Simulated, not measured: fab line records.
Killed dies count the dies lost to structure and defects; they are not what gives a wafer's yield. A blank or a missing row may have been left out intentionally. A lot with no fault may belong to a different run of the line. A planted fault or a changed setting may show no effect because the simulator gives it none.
fab line records	flow nand_harc
[record] lots = 24	wafers = 72	last_day = 33
route steps=1302 shown P_CONTACT@218 P_M0@274 P_M1@296
lots with no fault: from the same line, run without faults
start_h: the number of hours between the record's first day and the start of the first shown wafer of the lot	wait_h: hours since the lot's step before	" same as the row above	L1.1+2: a single row standing in for several wafers	- value missing, or start not given	* or withheld: withheld	< > ~ a bound
route shown NAME@n: NAME is a module with steps in the file, n the number in the route of the first one	usual: mean and standard deviation over wafers with no fault	same: alike in all rows	chamber/n: place in a boat	sites: the reading at each site	_std_site: their standard deviation	_edge_site: the outer-site mean with the inner-site mean subtracted	radius_mm: for every site, how far away it sits from the centre of the wafer	mask NAME#n: copy n	behind: tool/chamber where the wafer was last shaped	hold: reason for holding the lot/hours on hold/outcome of the hold	device: the n, p or np transistor that did not switch	end of line: at the end of the route, the tests of the same wafers	where a step has no rows: the recipe by itself	killed: at the first sort, the dies lost to defects and structure; wafer yield is something else	map: the dies of a wafer, with x for killed, . for not killed, _ for no die there
set.NAME: the setting as run; set.NAME@STEP: as run at that earlier step	model.NAME: the simulator's own value behind a step, which no gauge read
steps of the route over a sample of lots; a table a step, a row a wafer
services: the hour from which a tool's chamber was out of use, counted from the record's first day as start_h (under 0 if before that day), plus the number of hours and why
[[steps]]
[step NHARC_P_CONTACT_DEP_00]
[recipe] target_thk_a = 5000	temp_c = 400	pressure_torr = 6.5	rf_w = 900	teos_flow_sccm = 161.4	flow_sccm = 2650	target_thk_nm = 500	gas = O2	material = SiO2
[usual] heater_power_w = 511/97	rf_fwd_power_W = 898.1/2.7	showerhead_vpp_V = 1807/92	throttle_valve_pct = 15.83/0.3
lot.wafer	tool	chamber	start_h	wait_h	heater_power_w	rf_fwd_power_W	showerhead_vpp_V	throttle_valve_pct
L074.3	pecvd-03	2	-	-	340	893.9	1766	15.31
L074.6	"	2	"	"	367	894.4	1745	15.35
L074.5	"	0	"	"	621	892.7	1733	15.73
L075.2	pecvd-03	0	-	-	705	897.7	1753	15.42
L075.1	"	1	"	"	626	896.7	1813	15.75
L075.5	"	2	"	"	396	897.9	1736	15.48
L076.3	pecvd-04	0	-	-	633	895.5	1876	15.78
L076.1	"	2	"	"	531	898.1	1961	16.26
L076.6	"	0	"	"	661	894.0	1802	15.79
L077.1	pecvd-04	1	-	-	472	896.5	1702	16.14
L077.6	"	1	"	"	351	898.4	1657	16.11
L077.5	"	2	"	"	504	894.5	2014	16.09
L078.2	pecvd-04	2	-	-	455	898.7	1994	16.15
L078.5	"	2	"	"	493	900.0	2007	16.30
L078.4	"	1	"	"	440	900.7	1669	16.06
L079.3	pecvd-03	1	-	-	506	895.8	1822	15.81
L079.2	"	2	"	"	341	891.5	1759	15.73
L079.5	"	0	"	"	583	895.2	1746	15.80
L080.5	pecvd-04	2	-	-	474	897.8	2039	16.17
L080.6	"	0	"	"	580	898.9	1837	15.99
L080.4	"	1	"	"	464	902.4	1674	16.23
L081.2	pecvd-01	0	-	-	381	896.8	1890	15.93
L081.3	"	1	"	"	564	901.1	1734	15.72
L081.1	"	2	"	"	526	901.9	1758	15.96
L082.4	pecvd-04	2	-	-	469	897.1	2009	16.06
L082.5	"	0	"	"	612	900.2	1828	16.10
L082.6	"	1	"	"	392	894.4	1672	16.46
L084.3	pecvd-03	0	-	-	692	898.5	1721	15.29
L084.2	"	1	"	"	487	899.4	1835	15.55
L084.6	"	1	"	"	519	899.8	1827	15.77
L083.3	pecvd-01	1	-	-	545	896.6	1749	15.96
L083.5	"	2	"	"	503	901.0	1774	15.45
L083.6	"	1	"	"	579	899.8	1762	15.52
L085.1	pecvd-01	2	-	-	521	901.9	1776	15.94
L085.4	"	2	"	"	395	901.6	1771	15.62
L085.6	"	0	"	"	474	902.2	1909	15.86
L086.1	pecvd-01	1	234.79	0.3	617	899.4	1742	15.94
L086.2	"	0	"	"	384	896.5	1908	15.72
L086.6	"	1	"	"	648	901.2	1774	15.88
L088.1	pecvd-03	0	256.88	0.3	668	900.3	1728	15.28
L088.2	"	1	"	"	622	898.3	1861	15.92
L088.4	"	1	"	"	482	898.4	1849	15.31
L087.1	pecvd-01	2	-	-	524	901.9	1752	15.85
L087.3	"	0	"	"	394	895.5	1871	15.90
L087.4	"	2	"	"	385	903.2	1737	15.88
L089.2	pecvd-01	0	-	-	434	897.2	1897	15.87
L089.3	"	1	"	"	598	900.3	1760	15.78
L089.6	"	0	"	"	454	897.4	1879	15.96
L090.3	pecvd-01	2	-	-	493	897.0	1761	15.97
L090.5	"	2	"	"	505	898.6	1772	15.74
L090.6	"	0	"	"	463	897.1	1861	15.73
L091.1	pecvd-03	0	-	-	715	900.2	1709	15.05
L091.4	"	0	"	"	726	900.7	1745	15.50
L091.6	"	1	"	"	632	896.6	1838	15.71
L092.3	pecvd-04	1	-	-	458	898.7	1697	15.82
L092.2	"	2	"	"	554	897.9	1969	15.87
L092.5	"	2	"	"	550	894.6	2000	16.22
L093.1	pecvd-04	2	-	-	576	897.0	1972	16.28
L093.5	"	2	"	"	578	895.2	1970	16.07
L093.4	"	1	"	"	339	894.4	1672	16.02
L094.3	pecvd-04	1	-	-	423	896.4	1679	15.83
L094.1	"	2	"	"	579	897.0	1979	15.96
L094.5	"	1	"	"	430	898.3	1693	16.15
L095.2	pecvd-03	0	-	-	621	892.5	1727	15.18
L095.5	"	2	"	"	373	896.5	1782	15.90
L095.4	"	0	"	"	635	894.9	1753	15.44
L096.1	pecvd-01	0	-	-	505	899.9	1877	15.59
L096.4	"	2	"	"	500	902.0	1756	16.34
L096.5	"	1	"	"	552	900.4	1740	15.77
L097.3	pecvd-01	0	-	-	409	898.8	1912	15.97
L097.2	"	1	"	"	524	898.2	1757	15.90
L097.6	"	2	"	"	437	904.3	1772	16.12
[step NHARC_P_CONTACT_STRIP_28]
[recipe] o2_flow_sccm = 500	ar_flow_sccm = 0	bias_w = 0	chemistry = O2
[usual] drypump_motor_current_A = 5.7/0.39	oes_product_au = 1.002/0.015	rf_vpp_V = 57.6/0.85	showerhead_plenum_p_Torr = 3.55/0.14	throttle_valve_pct = 17.038/0.0083
lot.wafer	tool	chamber	start_h	wait_h	drypump_motor_current_A	oes_product_au	rf_hours_counter_h	rf_vpp_V	showerhead_plenum_p_Torr	throttle_valve_pct
L074.3	rie_diel-08	3	117.28	0.1	5.5	0.976	2.7	55.8	3.36	17.031
L074.6	"	3	"	"	5.5	0.975	-	57.0	3.36	17.034
L074.5	"	0	"	"	5.8	0.996	-	57.4	3.54	17.038
L075.2	rie_diel-03	2	129.73	0.1	5.1	1.000	0.6	57.5	3.44	17.035
L075.1	"	0	"	"	6.2	0.991	0.9	57.6	3.62	17.027
L075.5	"	1	"	"	5.1	1.014	-	57.6	3.74	17.040
L076.3	rie_diel-03	3	142.58	0.1	5.9	0.993	1.0	57.2	3.48	17.031
L076.1	"	0	"	"	6.1	1.013	1.2	57.7	3.62	17.041
L076.6	"	3	"	"	5.9	0.996	-	56.6	3.48	17.034
L077.1	rie_diel-05	0	153.03	0.1	5.6	1.029	3.2	56.8	3.37	17.040
L077.6	"	0	"	"	5.6	1.031	-	57.6	3.37	17.030
L077.5	"	1	"	"	6.0	0.990	-	57.5	3.52	17.039
L078.2	rie_diel-03	0	155.93	0.1	6.2	1.010	1.6	57.8	3.62	17.045
L078.4	"	2	"	"	5.1	0.995	1.8	58.2	3.44	17.033
L078.5	"	3	"	"	5.9	0.996	-	56.4	3.47	17.042
L079.2	rie_diel-05	0	165.19	0.1	5.6	1.046	3.7	56.5	3.37	17.031
L079.3	"	3	"	"	6.1	1.011	3.3	57.5	3.78	17.027
L079.5	"	2	"	"	6.1	0.993	-	58.5	3.49	17.027
L080.4	rie_diel-08	0	181.24	0.1	5.8	1.003	4.4	56.8	3.54	17.030
L080.5	"	3	"	"	5.5	0.992	-	58.5	3.36	17.046
L080.6	"	0	"	"	5.8	1.002	-	58.1	3.54	17.040
L081.1	rie_diel-03	3	197.24	0.1	5.9	0.997	3.3	58.2	3.47	17.051
L081.3	"	1	"	"	5.1	1.019	4.6	57.6	3.73	17.048
L081.2	"	2	"	"	5.1	1.003	4.3	57.5	3.43	17.036
L082.4	rie_diel-05	3	197.66	0.1	6.1	1.013	4.6	57.9	3.78	17.041
L082.6	"	3	"	"	6.1	1.012	-	60.1	3.78	17.032
L082.5	"	0	"	"	5.6	1.049	-	58.1	3.37	17.038
L084.2	rie_diel-05	1	215.69	0.1	6.0	0.996	5.1	57.7	3.52	17.034
L084.3	"	3	"	"	6.1	0.993	5.1	58.8	3.78	17.046
L084.6	"	2	"	"	6.0	1.017	-	56.8	3.49	17.024
L083.3	rie_diel-03	3	217.11	0.1	5.9	0.991	4.3	58.9	3.47	17.036
L083.5	"	1	"	"	5.1	1.010	-	59.1	3.73	17.029
L083.6	"	2	"	"	5.1	1.000	-	56.2	3.43	17.039
L085.1	rie_diel-05	1	225.69	0.1	6.0	0.992	5.6	58.4	3.52	17.039
L085.4	"	2	"	"	6.0	1.004	5.7	57.6	3.49	17.029
L085.6	"	1	"	"	6.0	0.991	-	55.9	3.52	17.031
L086.2	rie_diel-03	1	237.39	0.1	5.1	1.018	6.4	57.7	3.73	17.028
L086.1	"	3	"	"	5.9	0.981	4.6	58.2	3.47	17.050
L086.6	"	0	"	"	6.2	1.013	-	57.4	3.62	17.036
L088.2	rie_diel-03	0	259.60	0.1	6.1	1.005	6.8	57.1	3.61	17.037
L088.1	"	1	"	"	5.1	1.007	8.1	57.9	3.73	17.038
L088.4	"	3	"	"	5.9	0.987	5.8	56.8	3.47	17.029
L087.1	rie_diel-08	0	260.56	0.1	5.8	0.997	2.5	57.0	3.54	17.046
L087.3	"	2	"	"	5.3	1.020	2.2	58.4	3.74	17.034
L087.4	"	3	"	"	5.5	0.997	-	57.7	3.35	17.035
L089.2	rie_diel-05	0	266.63	0.1	5.6	1.028	0.9	57.6	3.37	17.026
L089.3	"	1	"	"	6.0	1.000	0.7	58.3	3.52	17.043
L089.6	"	2	"	"	6.0	1.005	-	57.5	3.49	17.035
L090.3	rie_diel-08	1	281.35	0.1	5.7	0.985	1.9	57.5	3.63	17.038
L090.6	"	1	"	"	5.7	0.993	-	58.1	3.63	17.052
L090.5	"	2	"	"	5.3	1.007	-	57.6	3.74	17.033
L091.1	rie_diel-08	2	288.89	0.1	5.3	1.008	3.3	57.5	3.74	17.039
L091.4	"	0	"	"	5.8	0.992	3.6	57.7	3.53	17.025
L091.6	"	2	"	"	5.3	1.008	-	58.3	3.74	17.043
L092.2	rie_diel-05	3	296.87	0.1	6.1	1.002	1.4	59.1	3.78	17.037
L092.3	"	0	"	"	5.6	1.025	-	56.5	3.37	17.028
L092.5	"	0	"	"	5.6	1.027	-	58.1	3.37	17.034
L093.4	rie_diel-05	1	305.21	0.1	6.0	1.009	1.4	56.9	3.52	17.044
L093.1	"	2	"	"	6.0	1.007	1.3	57.6	3.49	17.050
L093.5	"	3	"	"	6.1	1.004	-	59.1	3.78	17.046
L094.3	rie_diel-03	2	317.78	0.1	5.1	0.992	1.4	58.3	3.43	17.025
L094.1	"	1	"	"	5.1	1.011	1.3	59.1	3.73	17.051
L094.5	"	3	"	"	5.9	0.974	-	57.8	3.47	17.060
L095.2	rie_diel-05	1	333.19	0.1	6.0	1.003	1.8	58.6	3.52	17.022
L095.4	"	0	"	"	5.6	1.021	2.1	57.6	3.37	17.038
L095.5	"	2	"	"	6.1	1.001	-	58.6	3.49	17.026
L096.1	rie_diel-03	0	339.32	0.1	6.2	0.996	2.4	57.5	3.61	17.034
L096.5	"	0	"	"	6.2	0.989	-	56.3	3.61	17.046
L096.4	"	3	"	"	5.9	0.989	-	56.0	3.47	17.036
L097.2	rie_diel-03	0	350.90	0.1	6.2	0.991	2.6	57.2	3.61	17.027
L097.3	"	1	"	"	5.1	0.999	2.0	58.0	3.73	17.045
L097.6	"	3	"	"	5.9	0.983	-	58.2	3.47	17.039
[step NHARC_P_CONTACT_DEGAS_38]
[recipe] temp_c = 300	time_s = 60
[usual] heater_power_w = 464/44
lot.wafer	tool	chamber	start_h	wait_h	heater_power_w
L074.3	pvd_sputter-01	-	117.93	-	495
L074.5	"	-	"	"	431
L074.6	"	-	"	"	497
L075.2	pvd_sputter-01	-	130.36	-	441
L075.1	"	-	"	"	477
L075.5	"	-	"	"	420
L076.3	pvd_sputter-01	-	143.21	-	439
L076.1	"	-	"	"	425
L076.6	"	-	"	"	425
L077.1	pvd_sputter-01	-	153.68	-	433
L077.5	"	-	"	"	426
L077.6	"	-	"	"	478
L078.2	pvd_sputter-03	-	156.56	-	504
L078.4	"	-	"	"	534
L078.5	"	-	"	"	417
L079.3	pvd_sputter-02	-	165.86	-	456
L079.2	"	-	"	"	586
L079.5	"	-	"	"	457
L080.4	pvd_sputter-02	-	181.89	-	581
L080.6	"	-	"	"	456
L080.5	"	-	"	"	464
L081.3	pvd_sputter-03	-	197.88	-	464
L081.1	"	-	"	"	471
L081.2	"	-	"	"	421
L082.4	pvd_sputter-02	-	198.29	-	468
L082.5	"	-	"	"	465
L082.6	"	-	"	"	462
L084.2	pvd_sputter-01	-	216.34	-	408
L084.3	"	-	"	"	425
L084.6	"	-	"	"	421
L083.3	pvd_sputter-02	-	217.74	-	462
L083.5	"	-	"	"	470
L083.6	"	-	"	"	484
L085.4	pvd_sputter-02	-	226.33	-	504
L085.1	"	-	"	"	459
L085.6	"	-	"	"	575
L086.2	pvd_sputter-02	-	238.02	-	571
L086.1	"	-	"	"	461
L086.6	"	-	"	"	575
L088.1	pvd_sputter-03	-	260.23	-	505
L088.4	"	-	"	"	468
L088.2	"	-	"	"	427
L087.3	pvd_sputter-01	-	261.23	-	420
L087.1	"	-	"	"	415
L087.4	"	-	"	"	392
L089.2	pvd_sputter-01	-	267.24	-	444
L089.3	"	-	"	"	414
L089.6	"	-	"	"	410
L090.3	pvd_sputter-03	-	282.00	-	516
L090.6	"	-	"	"	429
L090.5	"	-	"	"	496
L091.4	pvd_sputter-03	-	289.59	-	417
L091.1	"	-	"	"	470
L091.6	"	-	"	"	402
L092.2	pvd_sputter-01	-	297.59	-	405
L092.3	"	-	"	"	493
L092.5	"	-	"	"	446
L093.4	pvd_sputter-03	-	305.83	-	424
L093.1	"	-	"	"	457
L093.5	"	-	"	"	418
L094.3	pvd_sputter-03	-	318.42	-	414
L094.1	"	-	"	"	510
L094.5	"	-	"	"	464
L095.4	pvd_sputter-03	-	333.83	-	506
L095.2	"	-	"	"	473
L095.5	"	-	"	"	511
L096.4	pvd_sputter-01	-	339.99	-	406
L096.1	"	-	"	"	435
L096.5	"	-	"	"	512
L097.3	pvd_sputter-01	-	351.52	-	398
L097.2	"	-	"	"	422
L097.6	"	-	"	"	411
[step NHARC_P_M0_PVD_20]
[recipe] target_thk_a = 50	bias_v = 168.6	power_w = 15000	chamber_pressure_pa = 0.12	time_s = 8.06	substrate_temp_c = 50	material = TaN
[usual] throttle_valve_pct = 30.2/1.3
lot.wafer	tool	chamber	start_h	wait_h	throttle_valve_pct
L074.3	pvd_sputter-03	-	-	-	30.6
L074.6	"	-	"	"	30.5
L074.5	"	-	"	"	31.2
L075.1	pvd_sputter-03	-	-	-	30.4
L075.2	"	-	"	"	30.8
L075.5	"	-	"	"	27.6
L076.3	pvd_sputter-01	-	-	-	31.6
L076.1	"	-	"	"	31.2
L076.6	"	-	"	"	31.6
L077.1	pvd_sputter-02	-	-	-	28.5
L077.6	"	-	"	"	28.6
L077.5	"	-	"	"	30.0
L078.2	pvd_sputter-02	-	-	-	28.6
L078.4	"	-	"	"	29.8
L078.5	"	-	"	"	28.3
L079.2	pvd_sputter-02	-	169.39	-	29.7
L079.3	"	-	"	"	28.4
L079.5	"	-	"	"	29.7
L080.4	pvd_sputter-03	-	-	-	27.7
L080.5	"	-	"	"	27.5
L080.6	"	-	"	"	30.0
L081.2	pvd_sputter-02	-	-	-	28.4
L081.1	"	-	"	"	30.0
L081.3	"	-	"	"	30.2
L082.4	pvd_sputter-03	-	-	-	29.6
L082.5	"	-	"	"	30.0
L082.6	"	-	"	"	30.1
L084.3	pvd_sputter-03	-	-	-	30.0
L084.2	"	-	"	"	30.1
L084.6	"	-	"	"	29.8
L083.3	pvd_sputter-02	-	-	-	30.7
L083.5	"	-	"	"	29.6
L083.6	"	-	"	"	30.4
L085.1	pvd_sputter-03	-	-	-	29.9
L085.4	"	-	"	"	30.1
L085.6	"	-	"	"	30.5
L086.1	pvd_sputter-03	-	-	-	29.8
L086.2	"	-	"	"	30.2
L086.6	"	-	"	"	27.8
L088.2	pvd_sputter-02	-	-	-	29.9
L088.1	"	-	"	"	30.7
L088.4	"	-	"	"	28.3
L087.4	pvd_sputter-03	-	-	-	29.8
L087.3	"	-	"	"	27.7
L087.1	"	-	"	"	30.2
L089.3	pvd_sputter-01	-	-	-	31.6
L089.2	"	-	"	"	31.3
L089.6	"	-	"	"	30.6
L090.3	pvd_sputter-01	-	-	-	31.1
L090.6	"	-	"	"	31.1
L090.5	"	-	"	"	32.5
L091.4	pvd_sputter-02	-	-	-	31.5
L091.1	"	-	"	"	31.0
L091.6	"	-	"	"	27.8
L092.3	pvd_sputter-03	-	-	-	30.1
L092.2	"	-	"	"	30.2
L092.5	"	-	"	"	30.0
L093.1	pvd_sputter-01	-	-	-	32.3
L093.4	"	-	"	"	31.8
L093.5	"	-	"	"	31.1
L094.1	pvd_sputter-01	-	-	-	31.8
L094.3	"	-	"	"	30.8
L094.5	"	-	"	"	31.2
L095.4	pvd_sputter-01	-	-	-	32.2
L095.2	"	-	"	"	30.9
L095.5	"	-	"	"	32.2
L096.4	pvd_sputter-01	-	-	-	30.8
L096.1	"	-	"	"	30.6
L096.5	"	-	"	"	31.3
L097.2	pvd_sputter-01	-	-	-	30.6
L097.3	"	-	"	"	31.7
L097.6	"	-	"	"	30.5
[step NHARC_P_M1_OVL_MEAS_10]
[recipe] pitch_nm = 260
[usual] overlay_x_nm = 0.0/0.9	overlay_y_nm = -0.1/1.1
lot.wafer	tool	chamber	start_h	wait_h	overlay_x_nm	overlay_y_nm
L074.3	overlay-01	-	124.54	-	-0.2	0.1
L074.5	"	-	"	"	0.0	-0.5
L074.6	"	-	"	"	-0.1	-0.9
L075.1	overlay-01	-	136.93	-	1.5	-2.2
L075.2	"	-	"	"	1.6	-2.3
L075.5	"	-	"	"	1.2	-2.3
L076.1	overlay-02	-	149.59	-	-1.8	1.5
L076.3	"	-	"	"	-1.6	1.5
L076.6	"	-	"	"	-1.8	1.1
L077.1	overlay-02	-	160.06	-	-0.9	-0.3
L077.5	"	-	"	"	-1.1	0.1
L077.6	"	-	"	"	-0.8	0.0
L078.2	overlay-01	-	163.09	-	-1.0	0.2
L078.4	"	-	"	"	-1.2	0.7
L078.5	"	-	"	"	-1.1	-0.3
L079.2	overlay-01	-	172.34	-	1.1	-1.1
L079.3	"	-	"	"	0.1	-1.6
L079.5	"	-	"	"	1.1	-1.2
L080.4	overlay-01	-	188.22	-	0.6	0.1
L080.5	"	-	"	"	1.0	-0.6
L080.6	"	-	"	"	1.2	-0.4
L081.1	overlay-02	-	204.45	-	-0.6	0.9
L081.2	"	-	"	"	-1.2	0.5
L081.3	"	-	"	"	-1.4	0.5
L082.4	overlay-01	-	204.85	-	0.6	-0.2
L082.5	"	-	"	"	0.5	0.0
L082.6	"	-	"	"	-0.3	-0.1
L084.2	overlay-02	-	223.28	-	0.3	1.2
L084.3	"	-	"	"	0.5	0.7
L084.6	"	-	"	"	0.5	1.2
L083.3	overlay-01	-	224.30	-	-1.2	-1.2
L083.5	"	-	"	"	-1.2	-1.0
L083.6	"	-	"	"	-0.7	-1.1
L085.1	overlay-01	-	233.34	-	1.3	-0.2
L085.4	"	-	"	"	1.3	0.0
L085.6	"	-	"	"	0.7	-0.1
L086.1	overlay-01	-	244.84	-	0.0	1.6
L086.2	"	-	"	"	-0.2	1.8
L086.6	"	-	"	"	0.3	1.3
L088.1	overlay-01	-	266.81	-	0.6	1.2
L088.2	"	-	"	"	0.1	0.9
L088.4	"	-	"	"	0.6	1.2
L087.1	overlay-01	-	267.88	-	0.8	-2.0
L087.3	"	-	"	"	0.5	-2.1
L087.4	"	-	"	"	0.0	-1.8
L089.2	overlay-02	-	273.95	-	-0.7	0.7
L089.3	"	-	"	"	-0.1	1.0
L089.6	"	-	"	"	0.1	1.5
L090.3	overlay-02	-	288.51	-	-1.1	0.4
L090.5	"	-	"	"	-0.4	0.1
L090.6	"	-	"	"	-0.9	0.8
L091.1	overlay-01	-	296.52	-	0.0	-0.6
L091.4	"	-	"	"	-0.4	-0.9
L091.6	"	-	"	"	-0.2	-0.8
L092.2	overlay-01	-	304.02	-	-0.6	1.3
L092.3	"	-	"	"	-1.1	1.4
L092.5	"	-	"	"	-0.2	0.9
L093.1	overlay-02	-	313.07	-	1.2	-1.9
L093.4	"	-	"	"	1.7	-1.9
L093.5	"	-	"	"	1.2	-2.3
L094.1	overlay-01	-	325.49	-	0.4	1.4
L094.3	"	-	"	"	0.9	1.3
L094.5	"	-	"	"	0.7	1.2
L095.2	overlay-02	-	340.22	-	-0.1	0.3
L095.4	"	-	"	"	0.0	-0.3
L095.5	"	-	"	"	-0.1	-0.1
L096.1	overlay-02	-	346.60	-	-0.9	-0.5
L096.4	"	-	"	"	-1.5	-0.3
L096.5	"	-	"	"	-0.9	-0.2
L097.2	overlay-01	-	357.95	-	-0.1	-0.1
L097.3	"	-	"	"	0.5	-0.2
L097.6	"	-	"	"	0.2	-0.2
[step NHARC_P_M1_ETCH_15]
[recipe] target_depth_a = 1825	time_s = 91.2	c4f8_flow_sccm = withheld	ar_flow_sccm = 400	rf_w = 600	bias_w = 300	chemistry = C4F8/Ar
[usual] oes_product_au = 0.958/0.02	rf_fwd_power_W = 595.9/2.2	rf_vpp_V = 440.3/2.2
lot.wafer	tool	chamber	start_h	wait_h	oes_product_au	rf_fwd_power_W	rf_hours_counter_h	rf_vpp_V
L074.3	rie_diel-09	2	-	-	0.930	593.2	42	444.2
L074.6	"	2	"	"	0.932	592.8	-	443.2
L074.5	"	3	"	"	0.944	593.8	-	438.1
L075.1	rie_diel-07	3	-	-	0.972	598.7	0	442.1
L075.2	"	1	"	"	0.973	595.0	0	438.0
L075.5	"	3	"	"	0.978	597.7	-	441.4
L076.3	rie_diel-07	3	-	-	0.972	596.0	1	441.8
L076.1	"	2	"	"	0.973	596.1	1	444.4
L076.6	"	0	"	"	0.972	591.6	-	440.8
L077.1	rie_diel-07	2	-	-	0.963	596.2	2	444.4
L077.6	"	0	"	"	0.961	592.3	-	440.1
L077.5	"	1	"	"	0.964	594.6	-	438.6
L078.2	rie_diel-10	1	-	-	0.964	593.7	8	438.6
L078.4	"	2	"	"	0.973	599.9	8	438.0
L078.5	"	0	"	"	0.986	598.7	-	442.5
L079.3	rie_diel-09	0	-	-	0.982	597.4	4	440.6
L079.2	"	2	"	"	0.970	598.3	6	441.0
L079.5	"	1	"	"	0.952	591.6	-	444.2
L080.4	rie_diel-07	3	-	-	0.967	598.8	3	442.0
L080.5	"	2	"	"	0.975	595.2	-	444.7
L080.6	"	3	"	"	0.979	600.9	-	441.1
L081.1	rie_diel-10	2	-	-	0.957	596.6	11	440.1
L081.2	"	3	"	"	0.950	599.9	11	437.7
L081.3	"	1	"	"	0.945	595.2	11	439.8
L082.4	rie_diel-10	1	-	-	0.960	592.4	-	438.0
L082.5	"	2	"	"	0.964	592.1	-	437.4
L082.6	"	3	"	"	0.951	598.6	-	439.7
L084.3	rie_diel-07	3	-	-	0.974	597.2	5	441.5
L084.2	"	0	"	"	0.958	592.9	6	441.4
L084.6	"	0	"	"	0.946	591.9	-	441.4
L083.3	rie_diel-10	2	-	-	0.931	596.1	13	439.2
L083.5	"	1	"	"	0.924	596.6	-	438.0
L083.6	"	2	"	"	0.935	597.5	-	437.0
L085.1	rie_diel-07	2	-	-	0.948	594.0	6	444.5
L085.4	"	1	"	"	0.928	593.5	6	438.7
L085.6	"	3	"	"	0.924	598.1	-	441.8
L086.1	rie_diel-07	0	-	-	0.919	593.8	8	441.3
L086.2	"	3	"	"	0.927	597.5	7	441.8
L086.6	"	0	"	"	0.917	593.7	-	442.0
L088.4	rie_diel-07	0	-	-	0.949	593.2	9	441.8
L088.1	"	2	"	"	0.995	594.6	7	443.4
L088.2	"	3	"	"	0.976	598.5	8	440.8
L087.1	rie_diel-10	2	-	-	0.989	596.9	2	438.2
L087.4	"	3	"	"	0.961	594.5	1	438.3
L087.3	"	1	"	"	0.959	593.5	2	439.9
L089.3	rie_diel-10	1	-	-	0.948	597.1	2	438.9
L089.2	"	2	"	"	0.972	597.4	2	437.8
L089.6	"	2	"	"	0.971	595.7	-	438.8
L090.3	rie_diel-10	2	-	-	0.974	597.8	4	437.8
L090.6	"	1	"	"	0.957	596.0	-	438.7
L090.5	"	2	"	"	0.965	594.7	-	438.1
L091.1	rie_diel-10	1	-	-	0.965	596.6	5	439.2
L091.4	"	2	"	"	0.994	596.0	5	438.4
L091.6	"	0	"	"	0.961	594.1	-	441.8
L092.3	rie_diel-09	2	-	-	0.940	595.5	43	443.1
L092.2	"	3	"	"	0.944	595.3	44	437.8
L092.5	"	2	"	"	0.953	594.4	-	443.6
L093.4	rie_diel-10	0	-	-	0.964	597.3	4	441.4
L093.1	"	2	"	"	0.990	597.9	5	438.9
L093.5	"	3	"	"	0.977	597.2	-	440.0
L094.3	rie_diel-07	0	-	-	0.951	590.4	2	441.8
L094.1	"	1	"	"	0.941	592.8	1	437.6
L094.5	"	2	"	"	0.978	597.5	-	443.0
L095.4	rie_diel-07	2	-	-	0.950	595.3	2	443.6
L095.2	"	3	"	"	0.961	595.0	3	441.0
L095.5	"	2	"	"	0.965	597.7	-	443.3
L096.1	rie_diel-10	2	-	-	0.926	596.2	8	438.0
L096.4	"	3	"	"	0.915	598.3	8	438.0
L096.5	"	2	"	"	0.934	597.0	-	437.9
L097.2	rie_diel-07	3	-	-	0.958	597.8	4	441.5
L097.3	"	2	"	"	0.983	597.1	3	442.2
L097.6	"	3	"	"	0.956	598.5	-	440.8
[[services]]
tool	chamber	start_h	hours	kind
pvd_sputter-02	-	104.00	10.0	pm
rie_diel-10	3	106.88	9.1	repair
rie_diel-03	-	111.12	9.0	pm
rie_diel-07	-	117.27	9.0	pm
pecvd-01	-	130.00	13.0	pm
rie_diel-05	1	158.87	8.8	repair
pvd_sputter-03	-	170.00	10.0	pm
pvd_sputter-03	-	181.17	3.3	repair
pvd_sputter-01	-	181.70	2.1	repair
rie_diel-10	0	186.44	9.7	repair
pvd_sputter-03	-	189.30	1.1	repair
rie_diel-10	0	204.77	7.2	repair
rie_diel-10	1	206.47	4.1	repair
pvd_sputter-01	-	226.00	10.0	pm
rie_diel-05	-	229.63	9.0	pm
pecvd-01	2	232.66	9.9	repair
pvd_sputter-01	-	242.06	1.9	repair
rie_diel-10	-	242.50	9.0	pm
pvd_sputter-02	-	282.00	10.0	pm
rie_diel-03	-	288.12	9.0	pm
rie_diel-07	-	294.27	9.0	pm
pvd_sputter-03	-	315.22	2.5	repair
pvd_sputter-02	-	325.59	38.1	repair
rie_diel-03	1	331.50	14.4	repair
[[key]]
fault none
